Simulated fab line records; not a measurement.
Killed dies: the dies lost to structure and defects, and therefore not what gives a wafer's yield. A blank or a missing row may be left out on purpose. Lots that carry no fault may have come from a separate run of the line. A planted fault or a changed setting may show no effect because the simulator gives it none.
Matching of chambers -- flow n5Finfet -- 4 sister chambers for N5_BEOL_M6_ETCH_61 on rieDiel-06
The step etches SiARC in CF4, target depth 45.5 nm, time 75.8 s. 20 wafers are shown with their chamber, then 10 later ones without.

## WAFERS PAIRED WITH THEIR CHAMBERS
wafer,chamber,drypumpMotorCurrentA (A),throttleValvePct (%),showerheadPlenumPTorr (Torr)
L078.1,2,5.7,15.46,2.09
L078.2,0,6.2,15.67,2.10
L078.5,0,6.1,15.66,2.10
L079.1,2,5.7,15.46,2.09
L079.3,1,6.5,15.68,2.18
L079.5,1,6.5,15.67,2.18
L082.3,3,5.4,15.99,2.12
L082.4,0,6.2,15.67,2.09
L082.6,2,5.7,15.48,2.09
L084.2,2,5.7,15.47,2.09
L084.3,0,6.2,15.67,2.09
L084.6,3,5.3,16.00,2.12
L083.1,3,5.4,16.00,2.12
L083.4,2,5.7,15.49,2.09
L083.5,2,5.7,15.48,2.09
L085.3,1,6.5,15.68,2.17
L085.5,0,6.2,15.68,2.09
L085.6,3,5.4,16.01,2.12
L089.1,3,5.4,16.03,2.11
L089.2,1,6.5,15.71,2.17

SIGNATURES, as means of the wafers listed above
reading,chamber 0,chamber 1,chamber 2,chamber 3,scatter within a chamber
drypumpMotorCurrentA,6.180,6.500,5.700,5.380,0.0316
throttleValvePct,15.6700,15.6850,15.4733,16.0060,0.0131
showerheadPlenumPTorr,2.0940,2.1750,2.0900,2.1180,0.00433
Rule: distance of a wafer from a chamber = root of the sum over the readings of ((wafer's reading minus chamber's mean) / reading's scatter) squared. The wafer belongs to the nearest chamber; if the next one is less than 2 further off, it can't be placed. The scatter: take each reading less its chamber's mean, square it, sum over the shown wafers, divide by the number of wafers less the number of chambers, and take the root.

## WAFERS WITH NO CHAMBER GIVEN
wafer,drypumpMotorCurrentA (A),throttleValvePct (%),showerheadPlenumPTorr (Torr)
L089.6,5.7,15.51,2.08
L092.2,5.4,16.04,2.11
L092.3,5.7,15.51,2.08
L092.6,5.7,15.49,2.08
L090.1,6.2,15.72,2.09
L090.4,5.4,16.04,2.11
L090.5,5.7,15.50,2.08
L093.2,6.5,15.73,2.16
L093.5,6.2,15.71,2.09
L093.6,5.7,15.52,2.08

## CHAMBER TAKEN BY EACH
wafer,from the rows above,in truth
L089.6,2,2
L092.2,3,3
L092.3,2,2
L092.6,2,2
L090.1,0,0
L090.4,3,3
L090.5,2,2
L093.2,1,1
L093.5,0,0
L093.6,2,2
10 of 10 placed correctly. From these rows, 0 cannot be placed. 0 placed wrongly.
